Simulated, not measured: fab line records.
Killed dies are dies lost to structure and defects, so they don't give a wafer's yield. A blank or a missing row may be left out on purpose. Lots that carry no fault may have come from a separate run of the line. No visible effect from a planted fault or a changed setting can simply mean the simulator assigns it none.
fab line records ; flow n5-finfet
record lots=10; wafers=30; last-day=17
route steps=1938 shown BEOL_M6@1216 PASSIVATION@1936
lots that met no fault: taken from a fault-free run of the same line
start-h: the number of hours between the record's first day and the start of the first shown wafer of the lot ; wait-h: hours elapsed since this lot's preceding step ; " the same as in the row above ; L1.1+2: a single row standing in for several wafers ; - either no value or no given start ; * or withheld: withheld ; < > ~ a bound
route shown NAME@n: names a module that has steps shown in the file, with the first one's number in the route ; usual: mean and standard deviation over wafers with no fault ; same: alike in all rows ; chamber/n: place in a boat ; sites: the reading at each site ; _std_site: standard deviation of those values ; _edge_site: inner sites' mean taken away from outer sites' mean ; radius-mm: for every site, how far away it sits from the centre of the wafer ; mask NAME#n: copy n ; behind: tool/chamber where the wafer was last shaped ; hold: reason for holding the lot/hours on hold/outcome of the hold ; device: the n, p or np transistor that did not switch ; end of line: at the end of the route, the tests of the same wafers ; a step given without rows: its recipe and nothing more ; killed: the dies lost at the first sort to structure and to defects; this is not the yield of the wafer ; map: dies across one wafer; x = killed, . = not, _ = none there
set.NAME: setting as actually run; set.NAME@STEP: the setting as run at that earlier step ; model.NAME: the simulator's own value behind a step, which no gauge read
the route's steps for a sample of lots (tables are steps, rows are wafers)
services: from which hour (start-h, from the record's first day; less than 0 if before it) a tool's chamber was out of use, for how many hours, and why
## steps
# step N5_BEOL_M6_STRIP_19
# recipe chemistry=O2; power-w=400; temp-c=40; pressure-mtorr=30; rf-frequency-hz=6e+07; bias-power-w=0; overash-fraction=0.2; o2-flow-sccm=225
# usual drypump-motor-current-A=5.8/0.52; o2-flow-sccm=225.0/0.65; oes-product-au=0.81/0.049; rf-vpp-V=3.7/0.66; showerhead-plenum-p-Torr=2.11/0.067; throttle-valve-pct=16.72/0.24
lot.wafer;tool;chamber;start-h;wait-h;drypump-motor-current-A;o2-flow-sccm;oes-product-au;rf-hours-counter-h;rf-vpp-V;showerhead-plenum-p-Torr;throttle-valve-pct
L752.3;rie-diel-01;1;203.16;0.1;6.0;224.4;0.85;81;3.3;2.04;17.07
L752.4;rie-diel-01;0;203.16;0.1;5.2;224.8;0.82;92;4.4;2.12;16.39
L752.6;rie-diel-01;1;203.16;0.1;6.0;224.5;0.85;-;5.0;2.04;17.07
L754.1;rie-diel-01;2;204.87;0.3;6.3;225.8;0.86;47;3.8;2.11;16.65
L754.3;rie-diel-01;3;204.87;0.3;5.5;225.8;0.80;104;4.1;2.10;16.82
L754.5;rie-diel-01;2;204.87;0.3;6.3;224.7;0.86;-;4.6;2.11;16.67
L757.1;rie-diel-01;3;224.72;0.1;5.5;224.6;0.78;111;3.3;2.10;16.83
L757.2;rie-diel-01;0;224.72;0.1;5.2;225.0;0.81;100;2.2;2.12;16.41
L757.3;rie-diel-01;2;224.72;0.1;6.3;224.9;0.85;55;4.6;2.11;16.68
L756.1;rie-diel-03;1;226.20;0.2;6.6;224.3;0.76;130;2.4;2.10;17.05
L756.2;rie-diel-03;0;226.20;0.2;5.6;224.9;0.89;29;3.5;2.14;16.54
L756.4;rie-diel-03;2;226.20;0.2;5.7;225.0;0.76;174;3.2;2.00;16.71
L760.3;rie-diel-01;1;251.21;0.1;6.0;225.9;0.84;99;4.2;2.04;17.10
L760.4;rie-diel-01;2;251.21;0.1;6.2;223.7;0.85;61;2.9;2.10;16.66
L760.5;rie-diel-01;2;251.21;0.1;6.3;224.4;0.85;-;4.6;2.10;16.66
L764.3;rie-diel-06;3;271.51;0.1;6.8;225.3;0.84;74;3.9;2.20;16.61
L764.4;rie-diel-06;2;271.51;0.1;5.1;224.3;0.70;196;3.2;2.00;16.92
L764.6;rie-diel-06;1;271.51;0.1;5.7;226.2;0.83;-;5.0;2.14;16.75
L763.2;rie-diel-03;0;275.79;0.1;5.5;224.6;0.85;46;3.0;2.13;16.54
L763.3;rie-diel-03;3;275.79;0.1;5.2;224.3;0.83;96;3.3;2.21;16.75
L763.4;rie-diel-03;2;275.79;0.1;5.7;224.9;0.74;-;3.5;2.00;16.75
L769.1;rie-diel-01;0;301.10;0.1;5.3;224.9;0.79;125;3.0;2.11;16.46
L769.2;rie-diel-01;1;301.10;0.1;6.0;225.2;0.81;115;4.3;2.03;17.13
L769.3;rie-diel-01;3;301.10;0.1;5.5;223.8;0.78;137;4.5;2.09;16.88
L768.1;rie-diel-01;0;302.72;0.1;5.2;225.1;0.78;126;2.6;2.11;16.47
L768.2;rie-diel-01;2;302.72;0.1;6.3;225.8;0.82;78;2.7;2.10;16.71
L768.3;rie-diel-01;1;302.72;0.1;6.0;225.1;0.80;116;3.3;2.03;17.16
L773.1;rie-diel-06;0;313.04;0.1;6.4;226.3;0.81;93;3.8;2.19;16.24
L773.3;rie-diel-06;1;313.04;0.1;5.7;224.7;0.82;100;4.2;2.13;16.75
L773.6;rie-diel-06;3;313.04;0.1;6.8;224.4;0.83;-;3.3;2.20;16.66
# step N5_BEOL_M6_ETCH_72
# recipe chemistry=N2/H2; target=underlayer; target-depth-a=65; mask-material=CAR-EUV; time-s=5.2; ion-energy-ev=200; pressure-mtorr=30; source-w=840; bias-w=150; n2-flow-sccm=200; h2-flow-sccm=200; ends=cleared
# usual drypump-motor-current-A=5.8/0.53; etch-rf-on-time-s=5.20/0.14; h2-flow-sccm=200.0/0.59; n2-flow-sccm=200.0/0.62; oes-product-au=0.69/0.043; rf-vpp-V=524.6/2.7; showerhead-plenum-p-Torr=2.56/0.091; throttle-valve-pct=17.95/0.27
lot.wafer;tool;chamber;start-h;wait-h;drypump-motor-current-A;etch-rf-on-time-s;h2-flow-sccm;n2-flow-sccm;oes-product-au;rf-hours-counter-h;rf-vpp-V;showerhead-plenum-p-Torr;throttle-valve-pct
L752.3;rie-diel-06;2;204.69;0.0;5.1;5.24;200.1;199.4;0.61;175;520.7;2.43;17.99
L752.4;rie-diel-06;0;204.69;0.0;6.4;5.25;200.1;200.2;0.72;59;526.7;2.68;17.37
L752.6;rie-diel-06;3;204.69;0.0;6.7;5.12;200.4;200.4;0.74;-;528.5;2.69;17.86
L754.1;rie-diel-01;0;205.91;0.0;5.2;5.18;200.7;199.6;0.70;93;524.2;2.56;17.48
L754.3;rie-diel-01;3;205.91;0.0;5.5;5.25;200.0;199.1;0.68;104;523.1;2.56;18.21
L754.5;rie-diel-01;1;205.91;0.0;6.0;5.07;200.3;200.0;0.74;-;522.4;2.45;18.15
L757.1;rie-diel-06;0;225.97;0.0;6.4;5.27;200.6;199.7;0.70;65;527.7;2.68;17.38
L757.2;rie-diel-06;3;225.97;0.0;6.8;5.07;200.4;199.8;0.75;58;526.6;2.69;17.82
L757.3;rie-diel-06;2;225.97;0.0;5.1;5.30;200.3;199.3;0.61;181;520.3;2.43;18.00
L756.1;rie-diel-01;2;226.88;0.0;6.3;5.36;200.6;200.5;0.70;56;525.8;2.59;18.05
L756.2;rie-diel-01;0;226.88;0.0;5.2;5.24;200.1;199.8;0.70;101;522.5;2.55;17.48
L756.4;rie-diel-01;1;226.88;0.0;6.0;5.15;199.6;200.6;0.72;90;519.6;2.45;18.16
L760.3;rie-diel-03;2;253.22;0.0;5.7;5.19;200.1;200.7;0.64;183;519.8;2.43;17.82
L760.4;rie-diel-03;1;253.22;0.0;6.6;5.14;199.8;200.6;0.65;139;523.3;2.56;18.42
L760.5;rie-diel-03;2;253.22;0.0;5.8;5.22;200.9;199.9;0.65;-;523.2;2.43;17.85
L764.3;rie-diel-01;1;274.37;0.0;6.1;5.19;201.0;199.9;0.70;106;519.6;2.44;18.19
L764.4;rie-diel-01;2;274.37;0.0;6.3;5.30;200.0;199.6;0.70;68;525.9;2.58;18.09
L764.6;rie-diel-01;2;274.37;0.0;6.3;5.33;199.6;199.8;0.70;-;524.2;2.58;18.08
L763.2;rie-diel-01;0;277.59;0.0;5.2;5.20;201.1;199.7;0.67;117;524.9;2.55;17.55
L763.3;rie-diel-01;2;277.59;0.0;6.3;5.31;199.8;199.4;0.69;69;525.2;2.58;18.08
L763.4;rie-diel-01;1;277.59;0.0;6.0;5.08;200.2;200.6;0.70;107;522.4;2.44;18.19
L769.1;rie-diel-01;1;301.95;0.0;6.0;5.13;199.7;199.2;0.69;116;521.8;2.44;18.22
L769.2;rie-diel-01;0;301.95;0.0;5.2;5.20;199.9;200.2;0.66;126;524.3;2.54;17.54
L769.3;rie-diel-01;3;301.95;0.0;5.5;5.27;200.3;200.0;0.64;137;523.7;2.54;18.27
L768.1;rie-diel-06;0;304.69;0.0;6.4;5.30;199.7;199.0;0.68;90;527.1;2.67;17.40
L768.2;rie-diel-06;1;304.69;0.0;5.7;5.12;199.2;200.0;0.70;97;524.1;2.56;17.88
L768.3;rie-diel-06;2;304.69;0.0;5.1;5.32;200.0;199.7;0.59;209;521.2;2.42;18.05
L773.1;rie-diel-06;0;315.51;0.0;6.4;5.19;200.5;201.0;0.68;94;524.2;2.67;17.42
L773.3;rie-diel-06;2;315.51;0.0;5.1;5.26;200.6;199.2;0.59;212;522.9;2.41;18.06
L773.6;rie-diel-06;2;315.51;0.0;5.1;5.26;200.1;199.8;0.58;-;520.3;2.41;18.06
# step N5_BEOL_M6_ETCH_41
# recipe chemistry=CH3F/O2; target=SiCN; target-depth-a=297; taper-deg=2; time-s=52; ion-energy-ev=120; mask-material=TiN; pressure-mtorr=30; source-w=395; bias-w=75; Ar_flow_sccm=150; CH3F_flow_sccm=30; O2_flow_sccm=20
# usual O2_flow_sccm=20.00/0.057; drypump-motor-current-A=5.8/0.53; oes-product-au=0.81/0.05; rf-vpp-V=297.5/1.5; showerhead-plenum-p-Torr=2.02/0.071; throttle-valve-pct=16.40/0.21
lot.wafer;tool;chamber;start-h;wait-h;O2_flow_sccm;drypump-motor-current-A;oes-product-au;rf-hours-counter-h;rf-vpp-V;showerhead-plenum-p-Torr;throttle-valve-pct
L752.3;rie-diel-06;2;204.96;-;19.95;5.1;0.73;175;296.3;1.90;16.45
L752.4;rie-diel-06;0;204.96;-;20.06;6.4;0.84;59;299.0;2.12;15.92
L752.6;rie-diel-06;3;204.96;-;19.98;6.8;0.89;-;298.4;2.11;16.23
L754.1;rie-diel-01;0;206.17;-;20.10;5.3;0.82;93;297.2;2.03;16.09
L754.3;rie-diel-01;3;206.17;-;20.03;5.5;0.80;104;297.0;2.01;16.51
L754.5;rie-diel-01;1;206.17;-;20.02;6.0;0.85;-;297.3;1.95;16.72
L757.1;rie-diel-06;0;226.24;-;20.00;6.4;0.84;65;298.9;2.12;15.94
L757.2;rie-diel-06;3;226.24;-;20.06;6.8;0.87;59;300.0;2.11;16.27
L757.3;rie-diel-06;2;226.24;-;20.04;5.1;0.72;181;295.2;1.90;16.47
L756.1;rie-diel-01;2;227.15;-;19.98;6.3;0.84;56;298.2;2.03;16.39
L756.2;rie-diel-01;0;227.15;-;19.96;5.2;0.81;101;297.6;2.03;16.10
L756.4;rie-diel-01;1;227.15;-;19.93;6.0;0.84;91;295.6;1.95;16.72
L760.3;rie-diel-03;2;253.49;-;20.02;5.7;0.75;183;296.6;1.93;16.49
L760.4;rie-diel-03;1;253.49;-;19.98;6.6;0.76;139;298.3;2.00;16.71
L760.5;rie-diel-03;2;253.49;-;20.05;5.7;0.75;-;295.9;1.93;16.51
L764.3;rie-diel-01;1;274.64;-;19.96;6.0;0.82;106;295.0;1.94;16.76
L764.4;rie-diel-01;2;274.64;-;19.92;6.2;0.81;69;297.1;2.02;16.45
L764.6;rie-diel-01;2;274.64;-;19.96;6.3;0.82;-;297.1;2.02;16.42
L763.2;rie-diel-01;0;277.86;-;19.92;5.2;0.80;117;296.2;2.02;16.14
L763.3;rie-diel-01;2;277.86;-;20.03;6.3;0.83;70;297.9;2.02;16.43
L763.4;rie-diel-01;1;277.86;-;20.06;6.0;0.99;107;296.4;1.94;16.75
L769.1;rie-diel-01;1;302.22;-;20.02;6.0;0.98;116;293.3;1.94;16.77
L769.2;rie-diel-01;0;302.22;-;20.07;5.3;0.78;126;298.4;2.02;16.17
L769.3;rie-diel-01;3;302.22;-;20.01;5.6;0.77;138;298.8;2.00;16.57
L768.1;rie-diel-06;0;304.96;-;20.05;6.4;0.80;90;299.4;2.11;15.99
L768.2;rie-diel-06;1;304.96;-;20.00;5.7;0.83;97;296.7;2.03;16.35
L768.3;rie-diel-06;2;304.96;-;19.96;5.1;0.69;209;294.4;1.89;16.51
L773.1;rie-diel-06;0;315.78;-;20.07;6.4;0.80;94;299.3;2.11;15.98
L773.3;rie-diel-06;2;315.78;-;20.00;5.1;0.69;212;295.3;1.89;16.53
L773.6;rie-diel-06;2;315.78;-;20.10;5.1;0.69;-;296.5;1.89;16.54
# step N5_BEOL_M6_CURE_75
# recipe temp-c=370; time-s=120; ambient=DMADMS/He; material=SiCOH_lowk
# usual lamp-power-pct=52.30/0.051; wafer_temp_C_max=371.3/0.5
lot.wafer;tool;chamber;start-h;wait-h;lamp-power-pct;wafer_temp_C_max
L752.3;uv-cure-01;1;205.38;0.1;52.38;371.7
L752.4;uv-cure-01;1;205.38;0.1;52.24;371.4
L752.6;uv-cure-01;1;205.38;0.1;52.31;371.3
L754.1;uv-cure-01;0;206.49;0.0;52.36;371.6
L754.3;uv-cure-01;0;206.49;0.0;52.27;370.6
L754.5;uv-cure-01;0;206.49;0.0;52.25;370.9
L757.1;uv-cure-02;1;226.55;0.0;52.39;371.1
L757.2;uv-cure-02;1;226.55;0.0;52.37;371.1
L757.3;uv-cure-02;1;226.55;0.0;52.31;371.1
L756.1;uv-cure-02;1;227.48;0.0;52.26;370.8
L756.2;uv-cure-02;1;227.48;0.0;52.26;371.1
L756.4;uv-cure-02;1;227.48;0.0;52.27;371.0
L760.3;uv-cure-02;1;253.92;0.1;52.38;371.6
L760.4;uv-cure-02;1;253.92;0.1;52.27;371.5
L760.5;uv-cure-02;1;253.92;0.1;52.35;371.9
L764.3;uv-cure-02;1;275.06;0.1;52.32;371.3
L764.4;uv-cure-02;1;275.06;0.1;52.16;371.3
L764.6;uv-cure-02;1;275.06;0.1;52.34;370.9
L763.2;uv-cure-03;2;278.23;0.1;52.27;371.2
L763.3;uv-cure-03;2;278.23;0.1;52.37;371.2
L763.4;uv-cure-03;2;278.23;0.1;52.26;370.8
L769.1;uv-cure-03;1;302.65;0.2;52.27;371.2
L769.2;uv-cure-03;1;302.65;0.2;52.25;370.8
L769.3;uv-cure-03;1;302.65;0.2;52.36;371.0
L768.1;uv-cure-02;2;305.28;0.0;52.30;371.6
L768.2;uv-cure-02;2;305.28;0.0;52.27;371.8
L768.3;uv-cure-02;2;305.28;0.0;52.36;371.5
L773.1;uv-cure-03;1;316.28;0.2;52.33;370.8
L773.3;uv-cure-03;1;316.28;0.2;52.37;371.2
L773.6;uv-cure-03;1;316.28;0.2;52.19;370.8
# step N5_PASSIVATION_PROBE_49
# usual defect-limited-yield=91.2/1.4; killed_at_M0_to_M3=32/10; killed_at_M4_up=14/6.2; killed-at-contacts=12/6.3; killed-at-front-end=42/13; killed-at-other=4/3.4; killed-dies=104/17; killed-open=67/12; killed-short=34/8.1; sort_bin_4_leakage=0.02/0.13; sort_bin_5_function=5.2/0.93; sort_bin_6_memory=3.2/0.65; sort-n-pass=1075/16; sort-yield-pct=91.1/1.4
# same gross-dies=1180; killed-at-back-side=0; sort_bin_8_speed[%]=0
lot.wafer;tool;chamber;start-h;wait-h;defect-limited-yield[%];killed_at_M0_to_M3;killed_at_M4_up;killed-at-contacts;killed-at-front-end;killed-at-other;killed-dies;killed-open;killed-short;sort_bin_4_leakage[%];sort_bin_5_function[%];sort_bin_6_memory[%];sort-n-pass;sort-yield-pct[%]
L754.1;prober-02;-;292.77;0.0;89.0;35;15;37;41;2;130;84;42;0;6.2;4.2;1050;89.0
L754.3;prober-02;-;292.87;0.1;89.8;59;17;18;22;4;120;74;45;0;6.2;3.6;1060;89.8
L754.5;prober-02;-;292.97;0.2;90.6;47;15;19;29;1;111;71;38;0;4.5;4.7;1069;90.6
L760.3;prober-01;-;337.82;0.1;91.1;29;22;25;25;4;105;80;21;0;5.9;2.9;1075;91.1
L760.5;prober-01;-;337.92;0.2;91.4;27;23;14;33;5;102;71;28;0;4.9;3.5;1078;91.4
L764.3;prober-01;-;350.44;0.1;87.8;70;20;21;33;0;144;103;41;0;7.2;4.5;1036;87.8
L764.4;prober-01;-;350.49;0.2;90.3;39;21;12;41;2;115;77;36;0;5.3;4.0;1065;90.3
L764.6;prober-01;-;350.59;0.3;90.8;44;19;8;37;1;109;71;37;0;5.4;3.2;1071;90.8
L763.3;prober-02;-;354.99;0.1;86.8;35;16;5;96;4;156;86;65;0;8.2;4.4;1024;86.8
L773.1;prober-02;-;402.33;0.0;92.7;26;9;6;33;12;86;60;26;0;4.5;2.5;1094;92.7
L773.3;prober-02;-;402.43;0.1;93.2;23;10;6;32;9;80;61;19;0;4.2;2.5;1100;93.2
L773.6;prober-02;-;402.58;0.3;91.4;28;5;1;51;17;102;56;43;0;4.7;3.4;1078;91.4
# killed by level:class
L754.1 MOL_CONTACT_COAG:geometric-particle:open=30 BEOL_M0_SAQP:geometric-particle:short=12 FIN_SAQP:geometric-particle:short=10 FIN_SAQP:geometric-particle:open=7 MOL_CONTACT_COAG:geometric-particle:short=7 BEOL_M0_SAQP:geometric-particle:open=6 BEOL_M3:geometric-particle:open=6 STI_FIN_REVEAL:geometric-particle:open=5
L754.3 BEOL_M0_SAQP:geometric-particle:short=20 BEOL_M0_SAQP:geometric-particle:open=16 MOL_CONTACT_COAG:geometric-particle:open=15 FIN_SAQP:geometric-particle:short=10 BEOL_M1:geometric-particle:open=7 BEOL_M3:geometric-particle:open=7 BEOL_M2:geometric-particle:open=5 BEOL_M4:geometric-particle:short=5
L754.5 BEOL_M0_SAQP:geometric-particle:open=18 MOL_CONTACT_COAG:geometric-particle:open=13 FIN_SAQP:geometric-particle:short=12 BEOL_M0_SAQP:geometric-particle:short=9 BEOL_M3:geometric-particle:open=8 BEOL_M4:geometric-particle:open=7 MOL_CONTACT_COAG:geometric-particle:short=6 BEOL_M2:geometric-particle:open=5
L760.3 MOL_CONTACT_COAG:geometric-particle:open=23 BEOL_M4:geometric-particle:open=9 DUMMY_GATE:geometric-particle:open=7 BEOL_M1:geometric-particle:open=7 BEOL_M0_SAQP:geometric-particle:short=5 BEOL_M3:geometric-particle:open=5 SDB:geometric-particle:open=4 BEOL_M0_SAQP:geometric-particle:open=4
L760.5 MOL_CONTACT_COAG:geometric-particle:open=10 BEOL_M4:geometric-particle:open=9 GATE_CUT:geometric-particle:short=7 BEOL_M3:geometric-particle:open=7 DUMMY_GATE:geometric-particle:open=6 STI_FIN_REVEAL:geometric-particle:open=5 BEOL_M0_SAQP:geometric-particle:open=5 BEOL_M0_SAQP:geometric-particle:short=5
L764.3 BEOL_M1:geometric-particle:open=32 MOL_CONTACT_COAG:geometric-particle:short=11 MOL_CONTACT_COAG:geometric-particle:open=10 BEOL_M0_SAQP:geometric-particle:open=9 BEOL_M2:geometric-particle:open=8 FIN_SAQP:geometric-particle:open=7 BEOL_M4:geometric-particle:open=7 BEOL_M0_SAQP:geometric-particle:short=7
L764.4 BEOL_M1:geometric-particle:open=12 FIN_SAQP:geometric-particle:short=10 DUMMY_GATE:geometric-particle:open=7 MOL_CONTACT_COAG:geometric-particle:open=7 BEOL_M2:geometric-particle:open=7 BEOL_M0_SAQP:geometric-particle:open=6 FIN_SAQP:geometric-particle:open=5 MOL_CONTACT_COAG:geometric-particle:short=5
L764.6 BEOL_M1:geometric-particle:open=17 FIN_SAQP:geometric-particle:short=13 FIN_SAQP:geometric-particle:open=10 BEOL_M3:geometric-particle:open=8 BEOL_M4:geometric-particle:open=7 GATE_CUT:geometric-particle:short=6 MOL_CONTACT_COAG:geometric-particle:open=6 BEOL_M5:geometric-particle:open=5
L763.3 FIN_SAQP:geometric-particle:short=30 FIN_SAQP:geometric-particle:open=23 STI_FIN_REVEAL:geometric-particle:open=21 BEOL_M2:geometric-particle:open=8 BEOL_M0_SAQP:geometric-particle:open=7 BEOL_M2:geometric-particle:short=5 GATE_CUT:geometric-particle:short=4 STI_FIN_REVEAL:geometric-particle:short=4
L773.1 STI_FIN_REVEAL:geometric-particle:open=11 BEOL_M4:geometric-particle:open=7 FIN_SAQP:geometric-particle:short=6 BEOL_M2:geometric-particle:open=6 BEOL_M0_SAQP:geometric-particle:open=5 BEOL_M1:geometric-particle:open=5 BEOL_M0:geometric-particle:open=4 FIN_SAQP:geometric-particle:open=3
L773.3 BEOL_M0_SAQP:geometric-particle:open=7 BEOL_M1:geometric-particle:open=7 STI_FIN_REVEAL:geometric-particle:open=6 MOL_CONTACT_COAG:geometric-particle:open=6 FIN_SAQP:geometric-particle:open=5 GATE_CUT:geometric-particle:short=5 DUMMY_GATE:geometric-particle:open=4 GATE_CUT:geometric-particle:open=4
L773.6 FIN_SAQP:geometric-particle:open=11 BEOL_M0_SAQP:geometric-particle:short=11 BEOL_M0_SAQP:geometric-particle:open=11 PAD_METAL:geometric-particle:short=10 FIN_SAQP:geometric-particle:short=9 DUMMY_GATE:geometric-particle:open=6 STI_FIN_REVEAL:geometric-particle:open=5 STARTING-WAFER:geometric-particle:open=5
## services
tool;chamber;start-h;hours;kind
rie-diel-06;-;182.72;0.3;repair
rie-diel-03;-;189.91;1.7;repair
uv-cure-01;-;207.63;14.6;pm
uv-cure-03;-;234.40;1.0;pm
rie-diel-03;1;275.76;6.8;repair
uv-cure-01;-;276.62;0.5;repair
uv-cure-03;-;297.98;0.5;repair
uv-cure-02;-;311.98;9.2;pm
rie-diel-06;-;314.19;0.5;repair
## key
first-sign step=N5_BEOL_M6_ETCH_41; reading=oes-product-au; direction=up; sigmas=3.6; usual=0.81; struck=0.99
effect none on later readings
met-at N5_BEOL_M6_ETCH_41
struck-lots L763,L769
struck-wafers L763.4,L769.1
not-acting-at N5_BEOL_M6_STRIP_19,N5_BEOL_M6_ETCH_72,N5_BEOL_M6_CURE_75
onset-between 274.64 277.86
fault kind=process-parameter-drift; tool=rie-diel-01; chamber=-; onset-h=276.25; steps=N5_BEOL_M6_ETCH_41; channel=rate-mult; offset=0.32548; shape=step; end-h=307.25; scope=struck-wafers-only
